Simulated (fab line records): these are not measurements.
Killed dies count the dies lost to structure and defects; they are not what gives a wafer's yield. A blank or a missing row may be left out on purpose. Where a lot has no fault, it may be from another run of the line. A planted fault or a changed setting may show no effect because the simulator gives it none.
fab line records + flow nand_harc + part 2 of 2: steps 19 to 27 of 27
record
- lots=5
- wafers=15
- last_day=33
route steps=1302 shown A_CONTACT@1080 A_BLC@1107
lots untouched by any fault: they come from a run of this same line in which no faults occurred
start_h: hours from the record's opening day to when the first of the lot's shown wafers began + wait_h: hours elapsed since this lot's preceding step + " as in the row above + L1.1+2: several wafers, shown together as one row + - value missing, or start not given + * or withheld: withheld + < > ~ a bound
route shown NAME@n: names a module that has steps shown in the file, with the first one's number in the route + usual: average and standard deviation across the fault-free wafers + same: alike in all rows + chamber/n: place in a boat + sites: per-site readings + _std_site: the values' standard deviation + _edge_site: inner sites' mean taken away from outer sites' mean + radius_mm: how far each site lies from the wafer's centre + mask NAME#n: copy n + behind: the most recent tool/chamber to have shaped the wafer + hold: cause of the lot's hold/its duration in hours/its outcome + device: the n, p or np transistor that did not switch + end of line: the tests these same wafers got at the end of their route + a step given without rows: its recipe and nothing more + killed: not the wafer's yield, but the dies lost to structure and defects at the first sort + map: per-die view of a wafer (x killed, . not killed, _ where there is no die)
set.NAME: the run value of the setting; set.NAME@STEP: its run value at that earlier step + model.NAME: the simulator's own value behind a step, which no gauge read
certain route steps with their lots: each step a table, each wafer a row
services: from which hour (start_h, from the record's first day; less than 0 if before it) a tool's chamber was out of use, for how many hours, and why
## steps
# step NHARC_A_CONTACT_ETCH_110
# recipe
- target_depth_a=600
- overetch_a=60
- time_s=33
- ion_energy_ev=100
- cf4_flow_sccm=80
- o2_flow_sccm=20
- ar_flow_sccm=0
- rf_w=300
- bias_w=100
- chemistry=CF4/O2
# usual
- cf4_flow_sccm=80.03/0.24
- drypump_motor_current_A=5.5/0.45
- oes_o_777_au=1.000/0.0044
- oes_product_au=1.003/0.011
- rf_vpp_V=197.3/1.6
- showerhead_plenum_p_Torr=1.32/0.066
- throttle_valve_pct=13.397/0.0082
| lot.wafer | tool        | chamber | start_h | wait_h | cf4_flow_sccm | drypump_motor_current_A | oes_o_777_au | oes_product_au | rf_hours_counter_h | rf_vpp_V | showerhead_plenum_p_Torr | throttle_valve_pct |
|-----------|-------------|---------|---------|--------|---------------|-------------------------|--------------|----------------|--------------------|----------|--------------------------|--------------------|
| L079.1    | rie_diel-06 | 2       | 559.78  | 0.1    | 80.05         | 4.9                     | 1.004        | 1.007          | 24                 | 195.7    | 1.30                     | 13.385             |
| L079.2    | "           | 3       | "       | "      | 79.40         | 5.4                     | 1.007        | 0.984          | 23                 | 196.0    | 1.24                     | 13.408             |
| L079.6    | "           | 1       | "       | "      | 79.77         | 5.2                     | 0.997        | 1.005          | -                  | 198.5    | 1.42                     | 13.392             |
| L080.4    | rie_diel-12 | 0       | 594.76  | 0.1    | 80.00         | 6.3                     | 0.999        | 0.998          | 55                 | 197.6    | 1.35                     | 13.386             |
| L080.2    | "           | 1       | "       | "      | 79.83         | 6.6                     | 1.002        | 1.008          | 53                 | 195.6    | 1.25                     | 13.397             |
| L080.6    | "           | 3       | "       | "      | 80.26         | 5.9                     | 0.999        | 1.024          | -                  | 199.0    | 1.43                     | 13.383             |
| L086.2    | rie_diel-06 | 1       | 638.91  | 0.1    | 80.17         | 5.3                     | 0.991        | 1.007          | 51                 | 200.5    | 1.41                     | 13.396             |
| L086.4    | "           | 2       | "       | "      | 79.97         | 4.9                     | 0.991        | 0.997          | 51                 | 197.7    | 1.30                     | 13.404             |
| L086.6    | "           | 3       | "       | "      | 80.18         | 5.4                     | 0.998        | 1.001          | -                  | 196.2    | 1.23                     | 13.395             |
| L089.3    | rie_diel-13 | 3       | 660.15  | 0.1    | 79.76         | 5.6                     | 1.007        | 0.995          | 28                 | 196.8    | 1.29                     | 13.404             |
| L089.2    | "           | 0       | "       | "      | 80.16         | 5.2                     | 0.997        | 0.988          | 27                 | 197.5    | 1.33                     | 13.397             |
| L089.6    | "           | 3       | "       | "      | 80.16         | 5.5                     | 1.000        | 1.009          | -                  | 197.6    | 1.29                     | 13.393             |
| L096.2    | rie_diel-13 | 3       | 732.27  | 0.1    | 80.16         | 5.6                     | 0.998        | 0.986          | 5                  | 197.3    | 1.29                     | 13.389             |
| L096.4    | "           | 1       | "       | "      | 79.82         | 5.7                     | 1.005        | 1.001          | 7                  | 198.0    | 1.37                     | 13.392             |
| L096.6    | "           | 2       | "       | "      | 80.36         | 4.9                     | 0.999        | 1.003          | -                  | 195.8    | 1.24                     | 13.397             |
# step NHARC_A_CONTACT_STRIP_26
# recipe
- o2_flow_sccm=500
- ar_flow_sccm=0
- bias_w=0
- chemistry=O2
# usual
- drypump_motor_current_A=5.5/0.46
- oes_product_au=1.003/0.01
- rf_vpp_V=57.6/0.92
- showerhead_plenum_p_Torr=3.47/0.16
- throttle_valve_pct=17.037/0.0097
| lot.wafer | tool        | chamber | start_h | wait_h | drypump_motor_current_A | oes_product_au | rf_hours_counter_h | rf_vpp_V | showerhead_plenum_p_Torr | throttle_valve_pct |
|-----------|-------------|---------|---------|--------|-------------------------|----------------|--------------------|----------|--------------------------|--------------------|
| L079.2    | rie_diel-06 | 1       | -       | -      | 5.2                     | 1.000          | 26                 | 57.8     | 3.73                     | 17.034             |
| L079.1    | "           | 2       | "       | "      | 4.9                     | 0.999          | 24                 | 56.2     | 3.45                     | 17.026             |
| L079.6    | "           | 1       | "       | "      | 5.2                     | 0.994          | -                  | 56.8     | 3.73                     | 17.052             |
| L080.4    | rie_diel-12 | 1       | -       | -      | 6.6                     | 1.000          | 53                 | 56.1     | 3.30                     | 17.041             |
| L080.2    | "           | 2       | "       | "      | 5.5                     | 0.992          | 51                 | 55.4     | 3.32                     | 17.034             |
| L080.6    | "           | 1       | "       | "      | 6.6                     | 1.008          | -                  | 56.6     | 3.30                     | 17.042             |
| L086.2    | rie_diel-06 | 0       | -       | -      | 5.4                     | 1.002          | 48                 | 55.2     | 3.32                     | 17.036             |
| L086.4    | "           | 2       | "       | "      | 4.9                     | 1.009          | 51                 | 56.8     | 3.43                     | 17.041             |
| L086.6    | "           | 0       | "       | "      | 5.4                     | 0.989          | -                  | 57.4     | 3.32                     | 17.039             |
| L089.2    | rie_diel-13 | 0       | -       | -      | 5.2                     | 0.998          | 27                 | 57.1     | 3.52                     | 17.048             |
| L089.3    | "           | 1       | "       | "      | 5.7                     | 0.993          | 25                 | 57.0     | 3.62                     | 17.048             |
| L089.6    | "           | 1       | "       | "      | 5.7                     | 1.000          | -                  | 57.1     | 3.62                     | 17.057             |
| L096.4    | rie_diel-13 | 0       | -       | -      | 5.2                     | 0.990          | 5                  | 57.0     | 3.51                     | 17.036             |
| L096.2    | "           | 3       | "       | "      | 5.6                     | 0.997          | 5                  | 57.6     | 3.42                     | 17.024             |
| L096.6    | "           | 0       | "       | "      | 5.1                     | 0.993          | -                  | 56.3     | 3.51                     | 17.041             |
# step NHARC_A_CONTACT_STRIP_27
# recipe
- time_s=600
- temp_c=30
- chemistry=post_etch_residue_remover
| lot.wafer  | tool         | chamber | start_h | wait_h |
|------------|--------------|---------|---------|--------|
| L079.6+1+2 | wet_bench-02 | 0,1,4   | 560.17  | -      |
| L080.6+4+2 | wet_bench-05 | 0,1,2   | 595.15  | -      |
| L086.6+2+4 | wet_bench-02 | 2,5,6   | 639.29  | -      |
| L089.6+2+3 | wet_bench-06 | 5,0,1   | 660.52  | -      |
| L096.2+6+4 | wet_bench-02 | 2,5,6   | 732.66  | -      |
# step NHARC_A_CONTACT_ALD_18
# recipe
- target_thk_a=30
- pulse_time_s=1
- ald_cycles=150
- temp_c=450
- material=TiN
# usual
- heater_power_w=1094/110
- precursor_pulse_height_rel=0.997/0.02
| lot.wafer | tool         | chamber | start_h | wait_h | heater_power_w | precursor_pulse_height_rel |
|-----------|--------------|---------|---------|--------|----------------|----------------------------|
| L079.1    | ald_metal-03 | 3       | 560.46  | -      | 1081           | 0.959                      |
| L079.2    | "            | 1       | "       | "      | 915            | 0.993                      |
| L079.6    | "            | 3       | "       | "      | 1087           | 1.012                      |
| L080.4    | ald_metal-01 | 0       | 595.40  | -      | 1010           | 1.011                      |
| L080.2    | "            | 2       | "       | "      | 1053           | 0.988                      |
| L080.6    | "            | 0       | "       | "      | 1002           | 0.981                      |
| L086.2    | ald_metal-03 | 1       | 639.59  | -      | 941            | 1.001                      |
| L086.4    | "            | 2       | "       | "      | 1229           | 1.006                      |
| L086.6    | "            | 3       | "       | "      | 965            | 0.977                      |
| L089.3    | ald_metal-01 | 0       | 660.80  | -      | 1020           | 0.995                      |
| L089.2    | "            | 2       | "       | "      | 1082           | 0.957                      |
| L089.6    | "            | 0       | "       | "      | 982            | 0.983                      |
| L096.4    | ald_metal-01 | 2       | 732.99  | -      | 1085           | 1.016                      |
| L096.2    | "            | 3       | "       | "      | 1259           | 1.062                      |
| L096.6    | "            | 1       | "       | "      | 1145           | 1.004                      |
# step NHARC_A_CONTACT_CVD_19
# recipe
- target_thk_a=3000
- temp_c=300
- pressure_torr=40
- wf6_flow_sccm=40
- h2_flow_sccm=1600
- ar_flow_sccm=1560
- time_s=802
- material=W
# usual
- heater_power_w=452/17
- throttle_valve_pct=8.0/0.4
| lot.wafer | tool     | chamber | start_h | wait_h | heater_power_w | throttle_valve_pct |
|-----------|----------|---------|---------|--------|----------------|--------------------|
| L079.2    | cvd_w-01 | 0       | -       | -      | 441            | 8.6                |
| L079.1    | "        | 1       | "       | "      | 464            | 7.6                |
| L079.6    | "        | 1       | "       | "      | 452            | 7.1                |
| L080.2    | cvd_w-01 | 0       | -       | -      | 455            | 8.2                |
| L080.4    | "        | 1       | "       | "      | 463            | 7.5                |
| L080.6    | "        | 0       | "       | "      | 425            | 8.4                |
| L086.2    | cvd_w-01 | 1       | -       | -      | 474            | 7.2                |
| L086.4    | "        | 0       | "       | "      | 436            | 8.7                |
| L086.6    | "        | 1       | "       | "      | 468            | 7.6                |
| L089.2    | cvd_w-01 | 0       | -       | -      | 430            | 8.6                |
| L089.3    | "        | 1       | "       | "      | 459            | 7.4                |
| L089.6    | "        | 1       | "       | "      | 472            | 7.4                |
| L096.2    | cvd_w-02 | 1       | -       | -      | 470            | 8.0                |
| L096.4    | "        | 0       | "       | "      | 445            | 7.9                |
| L096.6    | "        | 1       | "       | "      | 480            | 8.0                |
# step NHARC_A_CONTACT_CMP_20
# recipe
- t_overpolish_s=30
- target_thk_nm=300
# usual
- edge_zone_pressure_frac=0.999/0.0045
- motor_current_A=11.7/1.3
- overpolish_run_s=30.002/0.0093
- slurry_filter_dp_kPa=13.52/0.13
- slurry_flow_ml_min=150.1/0.45
- time_to_endpoint_s=61/3.1
| lot.wafer | tool   | chamber | start_h | wait_h | edge_zone_pressure_frac | motor_current_A | overpolish_run_s | slurry_filter_dp_kPa | slurry_flow_ml_min | time_to_endpoint_s |
|-----------|--------|---------|---------|--------|-------------------------|-----------------|------------------|----------------------|--------------------|--------------------|
| L079.2    | cmp-04 | 2       | 561.55  | 0.8    | 0.995                   | 10.0            | 29.996           | 13.33                | 150.2              | 58                 |
| L079.1    | "      | 0       | "       | "      | 0.992                   | 14.6            | 29.994           | 13.82                | 150.1              | 61                 |
| L079.6    | "      | 1       | "       | "      | 0.996                   | 11.2            | 30.018           | 13.57                | 149.8              | 59                 |
| L080.4    | cmp-03 | 0       | 596.49  | 0.5    | 0.998                   | 13.1            | 30.008           | 13.65                | 149.9              | 67                 |
| L080.2    | "      | 2       | "       | "      | 0.999                   | 10.6            | 30.010           | 13.49                | 150.8              | 67                 |
| L080.6    | "      | 1       | "       | "      | 1.001                   | 11.7            | 29.995           | 13.36                | 150.4              | 66                 |
| L086.4    | cmp-03 | 2       | 640.66  | 0.4    | 0.989                   | 9.8             | 30.009           | 13.66                | 149.8              | 62                 |
| L086.2    | "      | 3       | "       | "      | 0.996                   | 11.5            | 30.015           | 13.40                | 150.0              | 61                 |
| L086.6    | "      | 3       | "       | "      | 0.991                   | 11.8            | 29.986           | 13.53                | 149.2              | 59                 |
| L089.3    | cmp-03 | 1       | 661.91  | 0.4    | 1.001                   | 11.5            | 29.983           | 13.53                | 150.3              | 63                 |
| L089.2    | "      | 2       | "       | "      | 1.000                   | 10.4            | 30.002           | 13.56                | 150.5              | 61                 |
| L089.6    | "      | 0       | "       | "      | 1.001                   | 13.7            | 30.001           | 13.64                | 149.9              | 64                 |
| L096.2    | cmp-04 | 0       | 734.07  | 0.8    | 0.996                   | 14.6            | 30.012           | 13.37                | 149.8              | 60                 |
| L096.4    | "      | 1       | "       | "      | 1.002                   | 12.0            | 29.996           | 13.52                | 149.7              | 56                 |
| L096.6    | "      | 0       | "       | "      | 0.998                   | 14.3            | 30.007           | 13.34                | 149.4              | 59                 |
# step NHARC_A_CONTACT_SRD_22
| lot.wafer  | tool         | chamber | start_h | wait_h |
|------------|--------------|---------|---------|--------|
| L079.1+2+6 | wet_bench-02 | 5,7,0   | 561.86  | 0.0    |
| L080.2+4+6 | wet_bench-06 | 5,1,2   | 596.82  | 0.0    |
| L086.6+4+2 | wet_bench-06 | 4,7,0   | 640.99  | 0.0    |
| L089.6+2+3 | wet_bench-05 | 7,0,4   | 662.21  | 0.0    |
| L096.2+6+4 | wet_bench-05 | 4,7,0   | 734.37  | 0.0    |
# step NHARC_A_CONTACT_INSPECT_23
# usual
- raw_defect_count=520/140
| lot.wafer | tool              | chamber | start_h | wait_h | raw_defect_count |
|-----------|-------------------|---------|---------|--------|------------------|
| L079.1    | defect_inspect-01 | -       | 561.93  | 0.1    | 369              |
| L079.2    | "                 | -       | "       | "      | 583              |
| L079.6    | "                 | -       | "       | "      | 437              |
| L080.2    | defect_inspect-02 | -       | 596.90  | 0.1    | 488              |
| L080.4    | "                 | -       | "       | "      | 687              |
| L080.6    | "                 | -       | "       | "      | 405              |
| L086.2    | defect_inspect-01 | -       | 641.06  | 0.1    | 772              |
| L086.4    | "                 | -       | "       | "      | 548              |
| L086.6    | "                 | -       | "       | "      | 561              |
| L089.2    | defect_inspect-02 | -       | 662.29  | 0.1    | 488              |
| L089.3    | "                 | -       | "       | "      | 505              |
| L089.6    | "                 | -       | "       | "      | 531              |
| L096.2    | defect_inspect-02 | -       | 734.44  | 0.1    | 442              |
| L096.4    | "                 | -       | "       | "      | 279              |
| L096.6    | "                 | -       | "       | "      | 402              |
# step NHARC_A_BLC_DEHYDRATE_00
# recipe
- temp_c=150
- time_s=120
| lot.wafer  | tool           | chamber | start_h | wait_h |
|------------|----------------|---------|---------|--------|
| L079.1+2+6 | litho_track-04 | 0       | 561.99  | 0.1    |
| L080.2+4+6 | litho_track-01 | 0       | 596.96  | 0.1    |
| L086.2+4+6 | litho_track-04 | 0       | 641.12  | 0.1    |
| L089.2+3+6 | litho_track-01 | 0       | 662.35  | 0.1    |
| L096.2+4+6 | litho_track-06 | 0       | 734.50  | 0.1    |
## services
| tool            | chamber | start_h | hours | kind   |
|-----------------|---------|---------|-------|--------|
| har_cap_etch-01 | -       | 533.08  | 1.5   | repair |
| wet_bench-06    | -       | 545.60  | 8.0   | pm     |
| cvd_w-01        | -       | 547.32  | 13.0  | pm     |
| ald_metal-01    | 3       | 548.06  | 4.9   | repair |
| cmp-03          | -       | 556.55  | 4.0   | pm     |
| har_cap_etch-03 | -       | 571.77  | 11.1  | repair |
| cmp-03          | -       | 584.10  | 0.9   | repair |
| rie_diel-06     | -       | 595.66  | 1.1   | repair |
| wet_bench-02    | -       | 596.00  | 8.0   | pm     |
| ald_metal-01    | 1       | 600.78  | 6.1   | repair |
| har_cap_etch-03 | -       | 603.79  | 0.5   | repair |
| wet_bench-05    | -       | 612.80  | 8.0   | pm     |
| rie_diel-12     | -       | 622.52  | 9.0   | pm     |
| cmp-03          | -       | 654.55  | 4.0   | pm     |
| rie_diel-12     | 3       | 659.32  | 4.4   | repair |
| rie_diel-06     | 3       | 659.80  | 7.1   | repair |
| rie_diel-06     | -       | 662.19  | 9.0   | pm     |
| rie_diel-06     | 0       | 684.17  | 3.9   | repair |
| rie_diel-06     | 3       | 685.44  | 4.0   | repair |
| ald_metal-01    | 1       | 685.55  | 5.6   | repair |
| rie_diel-13     | -       | 696.00  | 9.0   | pm     |
| rie_diel-06     | 1       | 712.29  | 6.2   | repair |
| rie_diel-12     | 3       | 715.36  | 4.2   | repair |
| cvd_w-01        | -       | 728.32  | 13.0  | pm     |
